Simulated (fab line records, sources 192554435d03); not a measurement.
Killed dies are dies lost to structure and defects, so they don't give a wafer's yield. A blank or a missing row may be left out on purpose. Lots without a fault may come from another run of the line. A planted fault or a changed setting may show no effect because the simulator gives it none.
Which tool did it? | flow n5_finfet | 10 lots, 30 wafers sampled, at 5 steps of a route of 1938

WHAT THE GAUGES READ, wafer by wafer
N5_DUMMY_GATE_THK_MEAS_05. Usual: thk_nm 72.1 nm, standard deviation 1.1.
lot  | measured    | on            | thk_nm (nm)    | flag
L556 | day 2 17:44 | film_metro-01 | 73.0 72.2 74.3 |
L560 | day 3 18:56 | film_metro-01 | 71.6 71.7 71.6 |
L562 | day 4 07:56 | film_metro-01 | 68.8 72.5 70.5 |
L565 | day 4 22:57 | film_metro-02 | 72.4 72.0 72.9 |
L566 | day 5 06:52 | film_metro-02 | 73.5 71.1 74.8 |
L574 | day 7 06:09 | film_metro-01 | 72.6 72.8 73.1 |
L576 | day 7 18:04 | film_metro-01 | 68.8 72.7 69.9 |
L577 | day 7 22:53 | film_metro-01 | 73.3 71.7 72.1 |
L578 | day 8 05:37 | film_metro-02 | 72.3 71.4 73.1 |
L579 | day 8 11:26 | film_metro-01 | 70.8 75.0 70.6 |

N5_DUMMY_GATE_OVL_MEAS_16. Usual: GATE_OVL 0.3 nm, standard deviation 0.63.
lot  | measured    | on         | GATE_OVL (nm)  | flag
L556 | day 2 22:13 | overlay-01 | 1.4 1.3 0.6    |
L560 | day 4 01:14 | overlay-02 | -0.1 -0.7 -1.0 |
L562 | day 4 12:16 | overlay-02 | 0.2 0.0 -0.4   |
L565 | day 5 03:17 | overlay-01 | 0.1 -0.2 0.2   |
L566 | day 5 13:10 | overlay-02 | -0.7 -0.8 -0.8 |
L574 | day 7 10:30 | overlay-01 | 2.0 1.0 0.7    |
L576 | day 8 00:22 | overlay-02 | -0.2 -0.2 -0.6 |
L577 | day 8 03:21 | overlay-01 | 0.8 0.6 0.0    |
L578 | day 8 09:56 | overlay-02 | 0.0 1.0 0.2    |
L579 | day 8 15:46 | overlay-02 | 0.8 0.5 0.0    |

N5_BEOL_M4_RC_MEAS_101. Usual: DIBL_N 36.1 mV/V, standard deviation 2.3; DIBL_P 36 mV/V, standard deviation 3.2; IOFF_N 0.16 nA/um, standard deviation 0.045; IOFF_P 0.21 nA/um, standard deviation 0.049; ION_N 674 uA/um, standard deviation 14; ION_P 462 uA/um, standard deviation 8.4; SS_N 71.6 mV/dec, standard deviation 0.83; SS_P 73.2 mV/dec, standard deviation 0.87; VT_N 249 mV, standard deviation 3.8; VT_P -250 mV, standard deviation 3.4.
lot  | measured     | on        | DIBL_N (mV/V)  | DIBL_P (mV/V) | IOFF_N (nA/um) | IOFF_P (nA/um) | ION_N (uA/um) | ION_P (uA/um) | SS_N (mV/dec)  | SS_P (mV/dec)  | VT_N (mV)   | VT_P (mV)      | flag
L556 | day 10 20:59 | prober-02 | 35.1 39.1 37.9 | 34 39 37      | 0.13 0.20 0.18 | 0.21 0.28 0.25 | 659 675 673   | 461 466 465   | 70.7 72.3 71.7 | 72.9 73.6 73.7 | 250 248 248 | -249 -246 -245 |
L560 | day 12 16:52 | prober-02 | 35.8 34.3 34.7 | 36 34 35      | 0.15 0.13 0.14 | 0.20 0.17 0.19 | 674 669 677   | 458 461 460   | 71.7 71.1 70.5 | 72.9 72.6 72.1 | 249 249 249 | -251 -252 -251 |
L562 | day 12 13:42 | prober-02 | 35.9 31.9 35.3 | 36 31 34      | 0.16 0.10 0.16 | 0.18 0.13 0.17 | 671 663 670   | 449 451 453   | 71.5 69.7 70.8 | 74.0 72.0 72.7 | 248 252 246 | -250 -256 -255 |
L574 | day 15 19:40 | prober-02 | 36.0 34.3 38.8 | 35 33 39      | 0.16 0.15 0.24 | 0.22 0.20 0.29 | 669 670 688   | 460 459 464   | 71.3 71.2 72.0 | 72.8 72.3 73.4 | 248 248 243 | -247 -248 -247 |
L576 | day 15 22:50 | prober-02 | 37.6 39.2 36.5 | 38 41 37      | 0.17 0.21 0.15 | 0.20 0.28 0.20 | 673 674 675   | 458 466 462   | 71.3 72.2 71.2 | 73.8 75.1 73.9 | 248 249 248 | -252 -249 -254 |
L577 | day 17 04:50 | prober-02 | 40.9 40.3 39.2 | 44 43 41      | 0.28 0.30 0.26 | 0.38 0.36 0.31 | 686 695 685   | 469 472 464   | 73.0 72.4 72.8 | 75.4 74.8 75.0 | 241 239 243 | -241 -240 -243 |
L578 | day 16 04:26 | prober-02 | 39.9 36.0 35.4 | 39 34 33      | 0.22 0.14 0.13 | 0.24 0.17 0.17 | 707 661 670   | 474 450 460   | 72.3 70.8 70.4 | 74.2 73.0 72.0 | 244 250 251 | -250 -252 -248 |
L579 | day 17 10:15 | prober-01 | 37.5 40.1 37.4 | 39 42 38      | 0.20 0.24 0.19 | 0.25 0.29 0.24 | 683 679 681   | 463 461 466   | 72.7 72.7 72.0 | 73.3 74.2 73.7 | 246 246 247 | -248 -248 -247 |

WHICH TOOL RAN EACH LOT (tool, then ch and the chambers of the sampled wafers, then the start)
lot  | N5_DUMMY_GATE_ETCH_23           | N5_DUMMY_GATE_ETCH_44
L556 | rie_si-02 ch 1,3, day 2 23:00   | rie_si-02 ch 1,3, day 2 23:04
L560 | rie_si-02 ch 0,1,2, day 4 02:01 | rie_si-02 ch 0,1,2, day 4 02:05
L562 | rie_si-02 ch 0,3, day 4 13:03   | rie_si-02 ch 0,3, day 4 13:07
L565 | rie_si-05 ch 0,3, day 5 04:04   | rie_si-05 ch 0,3, day 5 04:08
L566 | rie_si-02 ch 0,1,3, day 5 13:57 | rie_si-02 ch 0,1,3, day 5 14:01
L574 | rie_si-05 ch 1,2,3, day 7 11:25 | rie_si-05 ch 1,2,3, day 7 11:28
L576 | rie_si-02 ch 0,1,2, day 8 01:18 | rie_si-02 ch 0,1,2, day 8 01:22
L577 | rie_si-02 ch 1,2,3, day 8 04:41 | rie_si-02 ch 1,2,3, day 8 04:44
L578 | rie_si-05 ch 1,2, day 8 11:36   | rie_si-05 ch 1,2, day 8 11:40
L579 | rie_si-02 ch 0,3, day 8 17:41   | rie_si-02 ch 0,3, day 8 17:44
- N5_DUMMY_GATE_ETCH_23: etches poly-Si in HBr/Cl2/O2, target depth 41 nm, time 22.3 s.
- N5_DUMMY_GATE_ETCH_44: etches poly-Si in HBr/O2, stops on SiO2, target depth 127.5 nm.

WHAT THE TOOLS THEMSELVES READ (means of the sampled wafers that have a number; where no wafer has one, the mark that the record gives instead)
N5_DUMMY_GATE_ETCH_23. Usual: HBr_flow_sccm 150.1 sccm, standard deviation 0.48; O2_flow_sccm 12.00 sccm, standard deviation 0.036; drypump_motor_current_A 5.8 A, standard deviation 0.53; oes_product_au 0.995 a.u., standard deviation 0.024; throttle_valve_pct 37.3 %, standard deviation 0.37.
lot  | tool      | HBr_flow_sccm (sccm) | O2_flow_sccm (sccm) | drypump_motor_current_A (A) | oes_product_au (a.u.) | throttle_valve_pct (%) | flag
L556 | rie_si-02 | 150.5                | 12.01               | 6.5                         | 0.993                 | 37.0                   |
L560 | rie_si-02 | 150.1                | 12.01               | 6.1                         | 1.006                 | 37.6                   |
L562 | rie_si-02 | 150.3                | 12.04               | 6.5                         | 0.995                 | 36.9                   |
L565 | rie_si-05 | -                    | -                   | -                           | -                     | -                      | OFF
L566 | rie_si-02 | -                    | -                   | -                           | -                     | -                      | OFF
L574 | rie_si-05 | 149.9                | 11.96               | 5.4                         | 0.994                 | 37.5                   |
L576 | rie_si-02 | 149.7                | 12.03               | 6.1                         | 1.008                 | 37.4                   |
L577 | rie_si-02 | 150.4                | 12.01               | 6.3                         | 1.008                 | 37.2                   |
L578 | rie_si-05 | 150.0                | 12.03               | 5.2                         | 0.965                 | 37.3                   |
L579 | rie_si-02 | 149.8                | 11.99               | 6.4                         | 0.999                 | 36.9                   |

N5_DUMMY_GATE_ETCH_44. Usual: HBr_flow_sccm 120.0 sccm, standard deviation 0.38; O2_flow_sccm 10.00 sccm, standard deviation 0.031; drypump_motor_current_A 5.8 A, standard deviation 0.52; oes_product_au 0.727 a.u., standard deviation 0.015; throttle_valve_pct 18.58 %, standard deviation 0.18.
lot  | tool      | HBr_flow_sccm (sccm) | O2_flow_sccm (sccm) | drypump_motor_current_A (A) | oes_product_au (a.u.) | throttle_valve_pct (%) | flag
L556 | rie_si-02 | 120.1                | 9.98                | 6.5                         | 0.731                 | 18.55                  |
L560 | rie_si-02 | 120.2                | 10.03               | 6.1                         | 0.730                 | 18.73                  |
L562 | rie_si-02 | 120.5                | 9.95                | 6.5                         | 0.712                 | 18.52                  |
L565 | rie_si-05 | 120.1                | 9.98                | 5.3                         | 0.730                 | 18.50                  |
L566 | rie_si-02 | 120.2                | 10.02               | 6.2                         | 0.729                 | 18.63                  |
L574 | rie_si-05 | 120.3                | 10.01               | 5.4                         | 0.726                 | 18.58                  |
L576 | rie_si-02 | 119.7                | 9.96                | 6.1                         | 0.727                 | 18.68                  |
L577 | rie_si-02 | 120.1                | 10.02               | 6.3                         | 0.735                 | 18.60                  |
L578 | rie_si-05 | 120.0                | 9.97                | 5.2                         | 0.710                 | 18.51                  |
L579 | rie_si-02 | 120.2                | 9.99                | 6.5                         | 0.719                 | 18.51                  |

THE ANSWER, worked out from the rows above alone
Rule: a lot is off if the mean of its wafers that have a number lies more than 3 standard deviations from the usual mean. A lot without any number at a reading at which 4 lots or more have one is off too. The other lots that the step has rows for count as sound. The gauges are gone through in route order, then the tools' own readings, and for those a lot's mean is taken as printed above. The first step at which some lot is off is used, and at that step the reading that is off furthest; a lot without a number counts as furthest.
Off: L565, L566, at N5_DUMMY_GATE_ETCH_23 (HBr_flow_sccm). Without a number there: L565, L566.
A tool fits if, at that step or a process step before it, it ran every lot that is off, and no sound lot after the first of them. None of those tried fits.

WHAT THE SIMULATOR HAD PUT IN
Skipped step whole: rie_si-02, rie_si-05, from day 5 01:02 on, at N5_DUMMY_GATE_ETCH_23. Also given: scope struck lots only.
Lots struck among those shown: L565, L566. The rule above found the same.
